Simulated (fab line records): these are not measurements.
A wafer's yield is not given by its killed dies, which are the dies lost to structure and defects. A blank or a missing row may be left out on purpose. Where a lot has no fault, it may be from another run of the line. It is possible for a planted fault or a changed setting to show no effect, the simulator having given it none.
Chamber matching | flow nand-harc | 4 sister chambers for NHARC_A_STAIRCASE_ETCH_292 on rie-diel-08
The step etches the open film in CF4/CHF3. 16 wafers are shown with their chamber, then 8 later ones without.

## WAFERS, EACH WITH ITS CHAMBER
wafer  | chamber | drypump-motor-current-A (A) | showerhead-plenum-p-Torr (Torr) | rf-vpp-V (V)
L077.1 | 2       | 5.9                         | 1.61                            | 371.3
L077.4 | 1       | 5.4                         | 1.52                            | 369.0
L077.5 | 1       | 5.5                         | 1.52                            | 369.9
L078.2 | 0       | 5.8                         | 1.46                            | 366.5
L078.3 | 1       | 5.4                         | 1.52                            | 367.4
L078.4 | 3       | 6.4                         | 1.63                            | 373.2
L081.3 | 0       | 5.8                         | 1.46                            | 368.3
L081.5 | 0       | 5.8                         | 1.46                            | 366.2
L081.6 | 1       | 5.4                         | 1.52                            | 368.6
L082.1 | 2       | 5.9                         | 1.61                            | 371.0
L082.4 | 3       | 6.4                         | 1.63                            | 373.5
L082.6 | 0       | 5.8                         | 1.46                            | 365.7
L086.1 | 2       | 5.9                         | 1.61                            | 371.4
L086.3 | 3       | 6.4                         | 1.63                            | 372.6
L086.4 | 1       | 5.4                         | 1.51                            | 368.1
L091.2 | 0       | 5.8                         | 1.70                            | 375.2

SIGNATURES (averages over the wafers above)
reading                  | chamber 0 | chamber 1 | chamber 2 | chamber 3 | scatter within a chamber
drypump-motor-current-A  | 5.800     | 5.420     | 5.900     | 6.400     | 0.0258
showerhead-plenum-p-Torr | 1.5080    | 1.5180    | 1.6100    | 1.6300    | 0.062
rf-vpp-V                 | 368.380   | 368.600   | 371.233   | 373.100   | 2.35
Rule: distance of a wafer from a chamber = root of the sum over the readings of ((wafer's reading minus chamber's mean) / reading's scatter) squared. The wafer belongs to the nearest chamber; if the next one is less than 2 further off, it can't be placed. The scatter is the square root of a quotient: the sum, over the shown wafers, of each reading's squared deviation from its chamber's mean, divided by wafers minus chambers.

## WAFERS WITHOUT THEIR CHAMBER
wafer  | drypump-motor-current-A (A) | showerhead-plenum-p-Torr (Torr) | rf-vpp-V (V)
L091.3 | 6.4                         | 1.62                            | 372.7
L091.5 | 5.9                         | 1.60                            | 370.9
L094.2 | 5.4                         | 1.51                            | 369.6
L094.3 | 6.4                         | 1.62                            | 372.9
L094.5 | 5.8                         | 1.70                            | 373.8
L096.1 | 5.8                         | 1.70                            | 373.5
L096.3 | 5.4                         | 1.51                            | 368.5
L096.4 | 5.9                         | 1.60                            | 371.7

## WHICH CHAMBER EACH ONE RAN IN
wafer  | from the rows above     | in truth
L091.3 | 3                       | 3
L091.5 | 2                       | 2
L094.2 | 1                       | 1
L094.3 | 3                       | 3
L094.5 | can't be placed: 0 or 2 | 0
L096.1 | can't be placed: 0 or 2 | 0
L096.3 | 1                       | 1
L096.4 | 2                       | 2
Correct placement for 6 of the 8. Can't be placed from these rows: 2 (the true chamber is among the candidates in 2). 0 placed wrongly.
